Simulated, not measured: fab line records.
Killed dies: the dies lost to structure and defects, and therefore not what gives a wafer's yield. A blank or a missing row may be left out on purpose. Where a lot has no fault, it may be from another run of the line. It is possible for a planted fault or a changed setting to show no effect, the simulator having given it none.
The tool behind it: which one? | flow n5 finfet | 30 wafers from 10 lots sampled at 4 of the route's 1938 steps

## WHAT EACH GAUGE READ, for each wafer
N5_BEOL_M9_RS_MEAS_57: measures by four-point-probe.
lot  | measured     | on            | M9_RS (ohm/sq)
L128 | day 10 23:49 | film metro-02 | 0.153 0.148 0.151
L127 | day 10 22:42 | film metro-02 | 0.150 0.152 0.150
L131 | day 13 00:25 | film metro-01 | 0.149 0.155 0.150
L132 | day 13 23:45 | film metro-01 | 0.151 0.153 0.147
L138 | day 15 11:34 | film metro-01 | 0.151 0.158 0.151
L137 | day 15 12:26 | film metro-02 | 0.147 0.154 0.157
L144 | day 16 22:28 | film metro-02 | 0.155 0.160 0.150
L141 | day 17 01:53 | film metro-01 | 0.142 0.151 0.150
L146 | day 17 06:51 | film metro-02 | 0.148 0.148 0.161
L149 | day 17 11:58 | film metro-01 | 0.151 0.152 0.148

## TOOL THAT RAN EACH LOT (tool first, then ch and the chambers of the sampled wafers, then the start)
lot  | N5_BEOL_M9_ETCH_66                 | N5_BEOL_M9_STRIP_36                | N5_BEOL_M9_ALD_74
L128 | rie diel-04 ch 0,1,3, day 10 19:44 | rie diel-04 ch 0,1,3, day 10 19:53 | ald metal-03 ch 1,3, day 10 22:22
L127 | rie diel-02 ch 0,3, day 10 19:53   | rie diel-02 ch 0,3, day 10 20:03   | ald metal-04 ch 0,2, day 10 21:16
L131 | rie diel-04 ch 0,2,3, day 12 19:56 | rie diel-04 ch 0,2,3, day 12 20:06 | ald metal-04 ch 0,1,2, day 12 20:58
L132 | rie diel-06 ch 0,1,2, day 13 18:04 | rie diel-06 ch 0,1,2, day 13 18:13 | ald metal-03 ch 0,1, day 13 22:00
L138 | rie diel-04 ch 0,2,3, day 15 07:13 | rie diel-04 ch 0,2,3, day 15 07:22 | ald metal-03 ch 1,3, day 15 08:34
L137 | rie diel-02 ch 0,1,3, day 15 08:07 | rie diel-02 ch 0,1,3, day 15 08:17 | ald metal-03 ch 1,2,3, day 15 10:50
L144 | rie diel-04 ch 0,1,2, day 16 19:07 | rie diel-04 ch 0,1,2, day 16 19:16 | ald metal-04 ch 2,3, day 16 20:30
L141 | rie diel-04 ch 0,1, day 16 20:40   | rie diel-04 ch 0,1, day 16 20:50   | ald metal-03 ch 0,2,3, day 16 23:57
L146 | rie diel-02 ch 1,2,3, day 17 03:43 | rie diel-02 ch 1,2,3, day 17 03:52 | ald metal-02 ch 0,1, day 17 04:54
L149 | rie diel-02 ch 0,2,3, day 17 08:30 | rie diel-02 ch 0,2,3, day 17 08:40 | ald metal-02 ch 0,2, day 17 10:17
- N5_BEOL_M9_ETCH_66: etches SOC in N2/H2, target depth 80 nm, overetch 16 nm, time 120 s.
- N5_BEOL_M9_STRIP_36: strips in N2/H2.
- N5_BEOL_M9_ALD_74: deposits TaN, target thk 2 nm, pulse time 2 s, purge time 3 s.

## THE ANSWER, worked out from the rows above alone
Rule: the lots themselves supply what counts as usual. The widest of any qualifying gaps counts: lots, ordered by their means at a reading, are off when they make up no more than a third of the lots, leave a main group of 4 or more, and stand apart from it by 3 or more times the standard deviation of that group's means. A main group whose means are all the same, to the digits that the tables above print for the reading, isn't used. A lot without any number at a reading at which 4 lots or more have one is off too. All remaining lots with rows at the step are treated as sound.
None of the lots is off at any reading shown; this tells nothing.

## WHAT THE SIMULATOR HAD PUT IN
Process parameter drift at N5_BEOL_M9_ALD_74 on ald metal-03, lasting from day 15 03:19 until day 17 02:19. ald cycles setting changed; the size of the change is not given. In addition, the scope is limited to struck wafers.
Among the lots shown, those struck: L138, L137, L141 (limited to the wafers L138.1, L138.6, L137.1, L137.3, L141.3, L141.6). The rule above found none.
